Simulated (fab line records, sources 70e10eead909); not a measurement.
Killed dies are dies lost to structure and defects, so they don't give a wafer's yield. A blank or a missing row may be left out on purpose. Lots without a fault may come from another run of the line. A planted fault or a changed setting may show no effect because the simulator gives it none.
Chamber matching | flow nand_harc | NHARC_A_CONTACT_ETCH_92 on rie_diel-04: 4 sister chambers
The step etches the open film in CH3F/O2, target depth 40 nm, time 85.7 s. 4 wafers are shown with their chamber, then 9 later ones without.

WAFERS WITH THEIR CHAMBER
wafer  | chamber | drypump_motor_current_A (A)
L091.2 | 0       | 5.8
L090.3 | 3       | 6.2
L090.4 | 2       | 6.4
L090.5 | 1       | 6.6

WAFERS WITHOUT THEIR CHAMBER
wafer  | drypump_motor_current_A (A)
L093.2 | 6.2
L093.3 | 6.5
L093.6 | 6.2
L094.1 | 6.2
L094.4 | 5.8
L094.6 | 6.5
L097.2 | 5.8
L097.3 | 6.1
L097.4 | 6.5

WHICH CHAMBER EACH WENT THROUGH
wafer  | from the rows above     | in truth
L093.2 | 3                       | 3
L093.3 | can't be placed: 1 or 2 | 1
L093.6 | 3                       | 3
L094.1 | 3                       | 3
L094.4 | 0                       | 0
L094.6 | can't be placed: 1 or 2 | 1
L097.2 | 0                       | 0
L097.3 | 3                       | 3
L097.4 | can't be placed: 1 or 2 | 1
Placed correctly: 6 of 9. Can't be placed from these rows: 3 (the true chamber is among the candidates in 3). Placed wrongly: 0.
How it was worked out, from the rows above alone: a wafer's distance from a chamber is the root of the sum, over the readings, of the square of ((its reading less the chamber's mean) divided by the reading's scatter). The wafer belongs to the nearest chamber; if the next one is less than 2 further off, it can't be placed. A chamber's mean is the mean of its shown wafers. The scatter: with one shown wafer a chamber, the root of the mean of the squares of how far each hidden wafer lies from its nearest shown one.
